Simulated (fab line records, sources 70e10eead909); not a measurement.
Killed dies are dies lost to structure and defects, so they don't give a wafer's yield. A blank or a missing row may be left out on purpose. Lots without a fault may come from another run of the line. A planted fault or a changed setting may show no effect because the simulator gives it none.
fab line records | flow nand_harc
record lots=24 wafers=72 last_day=24
route steps=1159 shown A_M1@1043 A_BONDPAD@1080 THIN_TSV@1103
lots that met no fault: from a run of the same line without faults
start_h: hours from the record's first day to the start of the lot's first wafer shown | wait_h: hours since the lot's step before | " the same as in the row above | L1.1+2: a row that stands for several wafers | - no value, or no start given | * or withheld: withheld | < > ~ a bound
route shown NAME@n: a module of which the file shows steps, and the number in the route of the first | usual: mean/standard deviation of fault-free wafers | same: alike in all rows | chamber/n: place in a boat | sites: the reading at each site | _std_site: their standard deviation | _edge_site: outer sites' mean less inner sites' | radius_mm: how far each site lies from the wafer's centre | mask NAME#n: copy n | behind: the tool/chamber that last shaped the wafer | hold: why the lot was held/for how many hours/how that ended | device: the transistor (n, p or np) that didn't switch | end of line: the same wafers' tests at the end of the route | a step without rows: its recipe alone | killed: dies lost to structure and defects at the first sort, not the wafer's yield | map: a wafer's dies, x killed, . not, _ none there
set.NAME: the setting as run; set.NAME@STEP: as run at that earlier step | model.NAME: the simulator's own value behind a step, which no gauge read
steps of the route over a sample of lots; a table a step, a row a wafer
services: from which hour (start_h, from the record's first day; less than 0 if before it) a tool's chamber was out of use, for how many hours, and why
## steps
# step NHARC_A_M1_STRIP_18
# recipe power_w=1000 n2_flow_sccm=150 h2_flow_sccm=150 ar_flow_sccm=0 bias_w=0 chemistry=N2/H2
# usual drypump_motor_current_A=5.7/0.49 h2_flow_sccm=150.0/0.45 oes_product_au=0.997/0.0085 rf_vpp_V=90.7/0.97 showerhead_plenum_p_Torr=2.05/0.075 throttle_valve_pct=14.173/0.0094
# columns lot.wafer tool chamber start_h wait_h drypump_motor_current_A h2_flow_sccm oes_product_au rf_hours_counter_h rf_vpp_V showerhead_plenum_p_Torr throttle_valve_pct
L075.2 rie_diel-03 0 402.42 0.1 5.9 149.6 1.011 0 90.3 2.00 14.170
L075.1 " 1 " " 5.8 150.0 1.011 0 90.3 2.01 14.165
L075.4 " 3 " " 4.8 149.7 1.012 0 91.8 2.21 14.167
L074.1 rie_diel-03 0 403.24 0.2 6.0 150.0 1.000 0 91.3 2.00 14.188
L074.6 " 1 " " 5.8 150.0 1.003 - 91.0 2.01 14.195
L074.5 " 2 " " 5.7 149.6 0.992 - 92.1 2.10 14.177
L079.1 rie_diel-03 1 410.05 0.1 5.8 149.8 1.014 0 91.1 2.01 14.168
L079.4 " 0 " " 5.9 150.1 0.995 - 89.6 2.00 14.159
L079.5 " 1 " " 5.8 150.0 1.009 - 91.5 2.01 14.194
L076.3 rie_diel-04 0 413.81 0.1 5.8 149.3 0.990 8 89.4 2.03 14.178
L076.4 " 2 " " 4.8 149.3 0.992 9 89.8 1.97 14.173
L076.5 " 1 " " 5.3 150.6 0.996 - 89.9 2.07 14.202
L077.3 rie_diel-04 2 414.32 0.1 4.8 150.2 0.998 9 91.0 1.97 14.176
L077.2 " 3 " " 6.0 150.0 1.001 10 90.9 2.04 14.189
L077.4 " 0 " " 5.8 149.8 0.996 8 91.2 2.03 14.182
L080.3 rie_diel-05 3 433.86 0.1 6.5 150.4 0.987 2 90.9 2.04 14.161
L080.6 " 3 " " 6.5 150.8 0.996 - 90.3 2.04 14.173
L080.5 " 0 " " 5.3 149.8 1.002 - 91.1 2.15 14.178
L081.3 rie_diel-05 0 437.73 0.1 5.3 149.8 0.997 6 92.5 2.15 14.170
L081.4 " 0 " " 5.3 150.5 1.000 - 89.8 2.15 14.176
L081.6 " 1 " " 6.2 150.0 1.001 - 91.0 2.06 14.175
L078.4 rie_diel-05 0 443.75 0.1 5.4 149.4 0.999 7 90.6 2.15 14.164
L078.2 " 1 " " 6.2 149.7 0.995 7 91.4 2.06 14.178
L078.5 " 3 " " 6.5 149.3 0.991 - 92.2 2.04 14.173
L082.2 rie_diel-04 1 455.68 0.1 5.4 150.5 1.002 12 91.5 2.07 14.186
L082.3 " 0 " " 5.8 149.7 1.007 11 88.6 2.03 14.171
L082.6 " 2 " " 4.8 149.3 0.994 - 90.0 1.97 14.182
L083.2 rie_diel-05 2 457.63 0.1 5.7 149.8 1.006 6 89.8 1.90 14.177
L083.1 " 3 " " 6.5 149.5 1.011 4 91.2 2.04 14.172
L083.5 " 2 " " 5.7 149.7 0.993 - 90.5 1.90 14.172
L086.4 rie_diel-05 3 472.42 0.1 6.4 150.2 0.982 4 89.6 2.04 14.166
L086.3 " 1 " " 6.2 150.5 0.997 8 90.4 2.06 14.172
L086.2 " 2 " " 5.6 149.7 1.003 7 89.4 1.90 14.174
L085.1 rie_diel-04 2 478.84 0.1 4.8 150.2 0.998 0 90.1 1.97 14.177
L085.4 " 3 " " 6.0 149.9 0.986 0 92.0 2.04 14.163
L085.3 " 0 " " 5.8 149.6 0.988 0 92.7 2.03 14.173
L084.2 rie_diel-03 0 479.82 0.1 6.0 149.6 0.994 2 90.0 2.00 14.174
L084.1 " 1 " " 5.8 150.2 1.006 2 88.6 2.01 14.178
L084.5 " 1 " " 5.8 149.9 0.998 - 90.6 2.01 14.168
L087.3 rie_diel-04 1 483.62 0.1 5.3 150.0 1.009 1 91.9 2.07 14.182
L087.2 " 3 " " 6.0 150.8 0.993 1 89.5 2.04 14.174
L087.1 " 0 " " 5.8 149.9 0.980 1 89.2 2.03 14.175
L088.2 rie_diel-05 0 496.04 0.1 5.4 150.4 0.999 10 90.7 2.15 14.190
L088.3 " 2 " " 5.6 150.5 0.999 9 90.2 1.90 14.168
L088.6 " 0 " " 5.4 149.6 1.007 - 92.2 2.15 14.176
L092.2 rie_diel-05 2 497.94 0.1 5.7 149.3 1.004 9 89.1 1.90 14.158
L092.4 " 0 " " 5.3 149.3 1.004 10 91.1 2.15 14.174
L092.5 " 3 " " 6.5 149.1 0.996 - 91.9 2.04 14.172
L089.4 rie_diel-05 2 508.77 0.1 5.7 149.8 0.994 10 90.0 1.90 14.181
L089.2 " 3 " " 6.5 150.7 0.997 7 91.0 2.04 14.182
L089.5 " 1 " " 6.2 149.3 0.994 - 91.4 2.06 14.155
L090.3 rie_diel-05 2 509.41 0.1 5.6 149.7 0.991 10 91.1 1.90 14.181
L090.2 " 3 " " 6.5 150.0 0.994 7 91.1 2.04 14.170
L090.6 " 1 " " 6.2 149.8 1.002 - 89.8 2.06 14.169
L091.3 rie_diel-03 2 514.26 0.1 5.7 150.3 0.993 3 89.2 2.10 14.168
L091.4 " 0 " " 5.9 150.7 0.991 3 89.7 2.00 14.183
L091.6 " 2 " " 5.7 151.1 0.995 - 89.9 2.10 14.177
L093.2 rie_diel-03 0 519.62 0.1 6.0 149.6 0.992 4 90.0 2.00 14.180
L093.3 " 1 " " 5.8 150.2 0.994 4 89.9 2.01 14.178
L093.5 " 0 " " 5.9 149.2 0.993 - 89.1 2.00 14.194
L094.4 rie_diel-03 1 531.44 0.1 5.8 151.0 1.001 4 90.9 2.01 14.155
L094.1 " 2 " " 5.7 150.5 0.989 4 90.2 2.10 14.174
L094.6 " 2 " " 5.7 150.2 0.990 - 90.7 2.10 14.168
L096.4 rie_diel-03 0 538.32 0.1 6.0 149.6 0.977 4 89.4 2.00 14.177
L096.1 " 1 " " 5.8 150.7 0.988 4 90.0 2.01 14.178
L096.6 " 2 " " 5.7 149.5 0.969 - 91.3 2.10 14.178
L095.4 rie_diel-04 1 539.15 0.1 5.3 150.1 1.016 4 90.5 2.07 14.161
L095.1 " 0 " " 5.8 150.4 0.987 5 91.5 2.03 14.182
L095.6 " 2 " " 4.8 150.0 0.989 - 89.2 1.97 14.164
L097.4 rie_diel-05 2 541.65 0.1 5.7 149.9 1.000 1 89.9 1.89 14.174
L097.1 " 0 " " 5.3 150.4 0.981 1 92.3 2.15 14.172
L097.6 " 1 " " 6.2 149.9 0.993 - 89.7 2.06 14.183
# step NHARC_A_M1_PVD_20
# recipe target_thk_a=50 bias_v=168.6 power_w=15000 chamber_pressure_pa=0.12 time_s=8.06 substrate_temp_c=50 material=TaN
# usual throttle_valve_pct=29.9/0.9
# columns lot.wafer tool chamber start_h wait_h throttle_valve_pct
L075.4 pvd_sputter-01 - - - 28.9
L075.1 " - " " 31.0
L075.2 " - " " 30.5
L074.1 pvd_sputter-02 - - - 29.7
L074.6 " - " " 29.8
L074.5 " - " " 29.3
L079.1 pvd_sputter-03 - - - 29.3
L079.4 " - " " 31.9
L079.5 " - " " 28.9
L076.4 pvd_sputter-02 - - - 29.3
L076.3 " - " " 29.8
L076.5 " - " " 31.2
L077.4 pvd_sputter-01 - - - 30.8
L077.2 " - " " 30.5
L077.3 " - " " 29.2
L080.3 pvd_sputter-03 - - - 29.1
L080.5 " - " " 29.5
L080.6 " - " " 29.6
L081.3 pvd_sputter-03 - - - 29.4
L081.4 " - " " 30.2
L081.6 " - " " 29.5
L078.4 pvd_sputter-03 - - - 30.0
L078.2 " - " " 32.0
L078.5 " - " " 29.4
L082.2 pvd_sputter-03 - - - 29.2
L082.3 " - " " 31.7
L082.6 " - " " 29.5
L083.1 pvd_sputter-01 - - - 30.9
L083.2 " - " " 30.5
L083.5 " - " " 30.6
L086.2 pvd_sputter-02 - - - 31.4
L086.4 " - " " 28.9
L086.3 " - " " 29.1
L085.3 pvd_sputter-03 - - - 29.8
L085.1 " - " " 30.6
L085.4 " - " " 28.8
L084.2 pvd_sputter-01 - - - 30.2
L084.1 " - " " 29.3
L084.5 " - " " 30.9
L087.3 pvd_sputter-01 - - - 30.8
L087.1 " - " " 30.2
L087.2 " - " " 31.2
L088.2 pvd_sputter-03 - - - 29.0
L088.3 " - " " 29.6
L088.6 " - " " 29.0
L092.4 pvd_sputter-02 - - - 29.3
L092.2 " - " " 31.4
L092.5 " - " " 31.2
L089.4 pvd_sputter-03 - - - 29.9
L089.2 " - " " 29.7
L089.5 " - " " 30.5
L090.3 pvd_sputter-02 - - - 29.8
L090.2 " - " " 29.6
L090.6 " - " " 30.1
L091.4 pvd_sputter-02 - - - 29.6
L091.3 " - " " 31.5
L091.6 " - " " 29.3
L093.3 pvd_sputter-02 - - - 29.8
L093.2 " - " " 31.4
L093.5 " - " " 30.1
L094.4 pvd_sputter-02 - - - 29.9
L094.1 " - " " 31.3
L094.6 " - " " 29.9
L096.4 pvd_sputter-02 - - - 29.2
L096.1 " - " " 31.5
L096.6 " - " " 29.0
L095.4 pvd_sputter-03 - - - 29.0
L095.1 " - " " 29.6
L095.6 " - " " 29.8
L097.1 pvd_sputter-01 - - - 30.1
L097.4 " - " " 30.7
L097.6 " - " " 29.2
# step NHARC_A_M1_PRE_CLEAN_32
# recipe time_s=12 temp_c=370 rf_power_w=300 gas=NH3
# usual heater_power_w=660/90
# columns lot.wafer tool chamber start_h wait_h heater_power_w
L075.2 pecvd-03 1 404.69 0.1 712
L075.1 " 2 " " 668
L075.4 " 2 " " 651
L074.1 pecvd-03 0 405.44 0.1 713
L074.6 " 1 " " 610
L074.5 " 2 " " 668
L079.1 pecvd-03 0 412.63 0.1 711
L079.4 " 1 " " 685
L079.5 " 0 " " 693
L076.3 pecvd-03 1 416.86 0.5 692
L076.4 " 0 " " 715
L076.5 " 2 " " 647
L077.3 pecvd-01 1 416.95 0.3 571
L077.2 " 2 " " 679
L077.4 " 0 " " 623
L080.3 pecvd-04 0 436.34 0.2 488
L080.5 " 1 " " 793
L080.6 " 2 " " 715
L081.3 pecvd-04 1 440.25 0.1 716
L081.4 " 2 " " 749
L081.6 " 0 " " 523
L078.2 pecvd-04 2 445.99 0.1 660
L078.5 " 2 " " 668
L078.4 " 0 " " 551
L082.3 pecvd-01 1 457.97 0.1 639
L082.2 " 0 " " 660
L082.6 " 0 " " 682
L083.2 pecvd-04 1 459.96 0.1 784
L083.1 " 2 " " 704
L083.5 " 1 " " 807
L086.2 pecvd-01 1 474.74 0.1 654
L086.3 " 0 " " 581
L086.4 " 0 " " 566
L085.1 pecvd-04 2 481.11 0.1 718
L085.3 " 0 " " 486
L085.4 " 2 " " 713
L084.2 pecvd-04 0 482.49 0.3 453
L084.1 " 1 " " 813
L084.5 " 0 " " 463
L087.1 pecvd-01 0 485.94 0.1 666
L087.2 " 1 " " 578
L087.3 " 2 " " 629
L088.3 pecvd-01 2 498.74 0.1 653
L088.2 " 0 " " 582
L088.6 " 2 " " 637
L092.2 pecvd-03 1 500.49 0.1 672
L092.4 " 2 " " 592
L092.5 " 1 " " 666
L089.2 pecvd-01 2 511.03 0.1 621
L089.5 " 1 " " 626
L089.4 " 2 " " 614
L090.2 pecvd-04 2 511.62 0.1 706
L090.3 " 2 " " 707
L090.6 " 1 " " 826
L091.3 pecvd-04 1 516.69 0.1 847
L091.4 " 2 " " 758
L091.6 " 0 " " 529
L093.2 pecvd-01 0 522.04 0.1 602
L093.3 " 1 " " 619
L093.5 " 2 " " 631
L094.1 pecvd-04 0 534.29 0.1 482
L094.4 " 0 " " 504
L094.6 " 2 " " 754
L096.1 pecvd-01 0 540.52 0.1 686
L096.6 " 0 " " 674
L096.4 " 1 " " 609
L095.1 pecvd-01 1 541.45 0.1 579
L095.6 " 2 " " 550
L095.4 " 1 " " 587
L097.1 pecvd-01 2 543.91 0.1 636
L097.4 " 1 " " 605
L097.6 " 2 " " 626
# step NHARC_A_BONDPAD_ETCH_24
# recipe target_depth_a=300 over_etch_frac=0.3 time_s=72.99 ion_energy_ev=150 cf4_flow_sccm=50 n2_flow_sccm=100 ar_flow_sccm=150 rf_w=300 bias_w=100 chemistry=CF4/N2
# usual drypump_motor_current_A=5.7/0.33 oes_product_au=1.000/0.0081 rf_vpp_V=314.6/1.5 showerhead_plenum_p_Torr=2.65/0.078 throttle_valve_pct=19.793/0.0093
# columns lot.wafer tool chamber start_h wait_h drypump_motor_current_A oes_product_au rf_hours_counter_h rf_vpp_V showerhead_plenum_p_Torr throttle_valve_pct
L075.2 rie_diel-10 0 - - 5.7 1.003 2 313.9 2.60 19.790
L075.1 " 1 " " 5.8 1.003 2 315.0 2.67 19.800
L075.4 " 3 " " 5.6 1.004 2 314.2 2.69 19.785
L074.1 rie_diel-10 1 - - 5.7 1.004 2 314.5 2.67 19.804
L074.5 " 0 " " 5.7 1.002 - 313.9 2.60 19.808
L074.6 " 1 " " 5.8 1.008 - 315.4 2.67 19.805
L079.1 rie_diel-01 2 - - 5.5 0.985 33 313.4 2.58 19.782
L079.4 " 3 " " 5.0 0.993 35 313.8 2.67 19.789
L079.5 " 2 " " 5.6 0.984 - 313.6 2.58 19.785
L076.4 rie_diel-10 3 - - 5.6 1.014 2 314.5 2.69 19.798
L076.3 " 1 " " 5.8 1.010 2 315.7 2.67 19.793
L076.5 " 3 " " 5.6 1.007 - 315.5 2.69 19.794
L077.2 rie_diel-01 3 - - 5.1 0.995 36 314.6 2.67 19.808
L077.3 " 0 " " 6.0 0.993 36 316.4 2.80 19.781
L077.4 " 2 " " 5.6 0.979 34 315.0 2.58 19.792
L080.3 rie_diel-10 3 - - 5.6 0.996 3 315.4 2.69 19.788
L080.5 " 2 " " 5.5 0.988 - 315.9 2.70 19.803
L080.6 " 3 " " 5.6 1.005 - 315.2 2.69 19.782
L081.4 rie_diel-07 3 - - 6.8 1.003 5 317.6 2.74 19.798
L081.3 " 1 " " 5.4 0.995 4 315.4 2.77 19.798
L081.6 " 3 " " 6.8 1.010 - 316.7 2.74 19.804
L078.2 rie_diel-10 1 - - 5.8 0.993 3 314.1 2.67 19.787
L078.4 " 2 " " 5.5 0.986 3 315.5 2.70 19.804
L078.5 " 1 " " 5.8 1.020 - 315.9 2.67 19.785
L082.3 rie_diel-07 3 - - 6.8 0.998 9 315.8 2.74 19.786
L082.2 " 0 " " 5.7 1.004 8 310.0 2.48 19.793
L082.6 " 3 " " 6.8 0.997 - 316.1 2.74 19.784
L083.2 rie_diel-10 0 - - 5.7 1.004 4 314.2 2.60 19.789
L083.1 " 1 " " 5.8 1.007 4 314.5 2.67 19.804
L083.5 " 2 " " 5.5 0.992 - 316.0 2.70 19.787
L086.3 rie_diel-10 3 - - 5.6 1.008 4 314.4 2.69 19.795
L086.4 " 0 " " 5.7 1.012 4 315.3 2.60 19.784
L086.2 " 2 " " 5.5 1.000 4 315.8 2.70 19.797
L085.3 rie_diel-10 0 - - 5.7 0.997 5 313.4 2.60 19.790
L085.4 " 1 " " 5.8 0.995 4 314.3 2.67 19.775
L085.1 " 2 " " 5.5 0.989 5 316.2 2.70 19.810
L084.2 rie_diel-10 2 - - 5.5 0.991 5 315.4 2.70 19.790
L084.1 " 3 " " 5.6 0.985 5 316.2 2.69 19.784
L084.5 " 2 " " 5.5 0.989 - 314.2 2.70 19.784
L087.3 rie_diel-07 1 - - 5.4 0.986 12 317.2 2.76 19.788
L087.2 " 2 " " 5.5 1.003 14 312.1 2.53 19.789
L087.1 " 0 " " 5.7 1.005 14 310.0 2.48 19.791
L088.2 rie_diel-10 3 - - 5.6 0.995 5 314.6 2.69 19.780
L088.3 " 2 " " 5.5 0.996 5 315.5 2.70 19.809
L088.6 " 0 " " 5.7 0.997 - 314.4 2.60 19.795
L092.2 rie_diel-10 0 - - 5.7 1.007 5 314.8 2.60 19.793
L092.4 " 3 " " 5.6 0.998 5 314.5 2.69 19.794
L092.5 " 1 " " 5.8 1.003 - 315.9 2.67 19.792
L089.2 rie_diel-10 3 - - 5.6 0.986 6 315.8 2.69 19.794
L089.4 " 0 " " 5.7 1.004 6 313.9 2.60 19.772
L089.5 " 1 " " 5.7 0.998 - 314.4 2.67 19.793
L090.2 rie_diel-10 0 - - 5.8 1.012 6 313.5 2.60 19.783
L090.3 " 1 " " 5.7 1.005 6 315.7 2.67 19.784
L090.6 " 0 " " 5.7 1.009 - 313.5 2.60 19.796
L091.4 rie_diel-10 3 - - 5.6 0.996 6 315.2 2.69 19.789
L091.3 " 1 " " 5.8 0.992 6 314.9 2.67 19.791
L091.6 " 3 " " 5.6 0.994 - 316.3 2.69 19.782
L093.3 rie_diel-07 0 - - 5.7 1.011 23 311.1 2.47 19.809
L093.2 " 2 " " 5.5 1.009 22 312.2 2.53 19.797
L093.5 " 0 " " 5.7 1.004 - 312.2 2.47 19.798
L094.4 rie_diel-01 2 - - 5.6 0.988 16 312.8 2.56 19.792
L094.1 " 0 " " 6.0 1.004 16 318.1 2.78 19.781
L094.6 " 2 " " 5.5 0.987 - 313.4 2.56 19.813
L096.4 rie_diel-10 0 - - 5.7 0.982 0 314.0 2.60 19.811
L096.1 " 3 " " 5.6 0.990 0 315.5 2.69 19.788
L096.6 " 0 " " 5.7 0.996 - 313.5 2.60 19.793
L095.4 rie_diel-07 1 - - 5.4 0.995 24 315.8 2.76 19.811
L095.1 " 0 " " 5.7 1.008 26 312.3 2.47 19.796
L095.6 " 1 " " 5.4 0.995 - 315.1 2.76 19.803
L097.1 rie_diel-07 0 - - 5.7 1.009 27 310.7 2.47 19.800
L097.4 " 1 " " 5.4 1.003 25 316.4 2.76 19.796
L097.6 " 0 " " 5.7 1.009 - 311.4 2.47 19.795
# step NHARC_A_BONDPAD_PVD_17
# recipe target_thk_a=50 bias_v=168.6 power_w=15000 chamber_pressure_pa=0.12 time_s=8.06 substrate_temp_c=50 material=TaN
# usual throttle_valve_pct=30.0/0.91
# columns lot.wafer tool chamber start_h wait_h throttle_valve_pct
L075.1 pvd_sputter-02 - - - 28.7
L075.4 " - " " 29.9
L075.2 " - " " 29.6
L074.1 pvd_sputter-03 - - - 30.0
L074.6 " - " " 29.3
L074.5 " - " " 29.6
L079.1 pvd_sputter-01 - - - 30.3
L079.4 " - " " 31.2
L079.5 " - " " 30.3
L076.4 pvd_sputter-02 - - - 31.6
L076.3 " - " " 29.0
L076.5 " - " " 29.2
L077.4 pvd_sputter-01 - - - 30.9
L077.2 " - " " 30.2
L077.3 " - " " 29.3
L080.3 pvd_sputter-02 - - - 29.2
L080.5 " - " " 28.8
L080.6 " - " " 29.9
L081.4 pvd_sputter-01 - - - 30.2
L081.3 " - " " 31.1
L081.6 " - " " 30.2
L078.4 pvd_sputter-02 - - - 28.8
L078.2 " - " " 29.3
L078.5 " - " " 29.1
L082.2 pvd_sputter-01 - - - 31.0
L082.3 " - " " 30.2
L082.6 " - " " 30.9
L083.2 pvd_sputter-01 - - - 30.9
L083.1 " - " " 30.9
L083.5 " - " " 29.2
L086.2 pvd_sputter-01 - - - 30.3
L086.3 " - " " 29.1
L086.4 " - " " 31.1
L085.1 pvd_sputter-02 - - - 31.3
L085.3 " - " " 28.9
L085.4 " - " " 30.1
L084.1 pvd_sputter-02 - - - 30.1
L084.2 " - " " 29.3
L084.5 " - " " 31.4
L087.2 pvd_sputter-01 - - - 30.2
L087.3 " - " " 29.0
L087.1 " - " " 30.8
L088.2 pvd_sputter-03 - - - 28.6
L088.3 " - " " 30.4
L088.6 " - " " 28.5
L092.4 pvd_sputter-02 - - - 28.9
L092.2 " - " " 29.9
L092.5 " - " " 31.5
L089.2 pvd_sputter-02 - - - 30.0
L089.4 " - " " 29.1
L089.5 " - " " 31.6
L090.2 pvd_sputter-02 - - - 28.6
L090.3 " - " " 29.3
L090.6 " - " " 29.0
L091.3 pvd_sputter-03 - - - 30.4
L091.4 " - " " 29.5
L091.6 " - " " 30.3
L093.3 pvd_sputter-01 - - - 30.3
L093.2 " - " " 30.0
L093.5 " - " " 30.3
L094.4 pvd_sputter-01 - - - 30.2
L094.1 " - " " 29.9
L094.6 " - " " 30.1
L096.1 pvd_sputter-02 - - - 31.2
L096.4 " - " " 29.0
L096.6 " - " " 31.4
L095.1 pvd_sputter-03 - - - 30.4
L095.4 " - " " 29.6
L095.6 " - " " 30.5
L097.1 pvd_sputter-03 - - - 30.5
L097.4 " - " " 29.7
L097.6 " - " " 29.8
# step NHARC_THIN_TSV_THK_MEAS_02
# recipe thk_meas_gauge=ir
# usual thk_nm=3026/220
# columns lot.wafer tool chamber start_h wait_h thk_nm
L075.1 film_metro-02 - 425.22 - 3248
L075.2 " - " " 3560
L075.4 " - " " 3220
L074.1 film_metro-02 - 426.41 0.2 3339
L074.5 " - " " 2765
L074.6 " - " " 2707
L077.2 film_metro-02 - 432.08 - 3054
L077.3 " - " " 2949
L077.4 " - " " 3128
L079.1 film_metro-02 - 433.27 - 2760
L079.4 " - " " 2972
L079.5 " - " " 3080
L076.3 film_metro-02 - 434.47 0.3 3181
L076.4 " - " " 3137
L076.5 " - " " 3056
L080.3 film_metro-02 - 452.38 - 2501
L080.5 " - " " 2573
L080.6 " - " " 2452
L081.3 film_metro-02 - 458.25 0.3 3379
L081.4 " - " " 2924
L081.6 " - " " 3334
L078.2 film_metro-02 - 462.65 0.2 2878
L078.4 " - " " 2906
L078.5 " - " " 2791
L082.2 film_metro-02 - 474.19 0.2 2996
L082.3 " - " " 3074
L082.6 " - " " 2764
L083.1 film_metro-02 - 475.39 - 3040
L083.2 " - " " 2805
L083.5 " - " " 3271
L086.2 film_metro-01 - 490.79 - 2949
L086.3 " - " " 2604
L086.4 " - " " 3073
L085.1 film_metro-01 - 498.12 - 3302
L085.3 " - " " 3097
L085.4 " - " " 3128
L084.1 film_metro-02 - 499.34 - 2531
L084.2 " - " " 3008
L084.5 " - " " 2603
L087.1 film_metro-01 - 502.66 - 3156
L087.2 " - " " 3214
L087.3 " - " " 3268
L088.2 film_metro-02 - 515.89 - 3176
L088.3 " - " " 2948
L088.6 " - " " 3103
L092.2 film_metro-02 - 517.09 0.2 3050
L092.4 " - " " 3110
L092.5 " - " " 3003
L089.2 film_metro-01 - 527.98 - 3068
L089.4 " - " " 3146
L089.5 " - " " 3100
L090.2 film_metro-02 - 529.19 - 2793
L090.3 " - " " 2956
L090.6 " - " " 2976
L091.3 film_metro-02 - 532.83 - 2899
L091.4 " - " " 3086
L091.6 " - " " 3216
L093.2 film_metro-02 - 539.25 - 3120
L093.3 " - " " 2937
L093.5 " - " " 3187
L094.1 film_metro-01 - 551.00 0.2 2704
L094.4 " - " " 2952
L094.6 " - " " 3068
L097.1 film_metro-02 - 556.73 - 3000
L097.4 " - " " 3282
L097.6 " - " " 2980
L095.1 film_metro-02 - 557.92 - 2936
L095.4 " - " " 3007
L095.6 " - " " 2736
L096.1 film_metro-01 - 559.10 0.2 2931
L096.4 " - " " 3374
L096.6 " - " " 3084
## services
# columns tool chamber start_h hours kind
rie_diel-07 3 381.67 14.3 repair
rie_diel-05 2 389.89 2.7 repair
pvd_sputter-02 - 392.01 10.0 pm
rie_diel-03 - 392.30 9.0 pm
rie_diel-07 - 405.20 9.0 pm
rie_diel-03 3 409.14 10.2 repair
pecvd-01 - 418.22 13.0 pm
pecvd-03 0 425.95 13.7 repair
rie_diel-05 2 430.96 7.2 repair
pvd_sputter-03 - 458.00 10.0 pm
pecvd-03 - 464.41 2.5 repair
rie_diel-04 - 465.90 9.0 pm
pecvd-03 - 473.55 13.0 pm
rie_diel-03 3 477.25 35.5 repair
rie_diel-04 1 494.68 1.3 repair
pecvd-04 0 497.82 17.5 repair
pecvd-03 - 499.83 0.5 repair
pvd_sputter-01 - 514.06 10.0 pm
rie_diel-05 - 516.54 1.0 repair
rie_diel-05 - 517.60 9.0 pm
rie_diel-10 1 522.92 5.5 repair
rie_diel-04 3 523.04 4.6 repair
rie_diel-10 2 526.21 9.7 repair
rie_diel-10 - 530.50 9.0 pm
## key
fault none
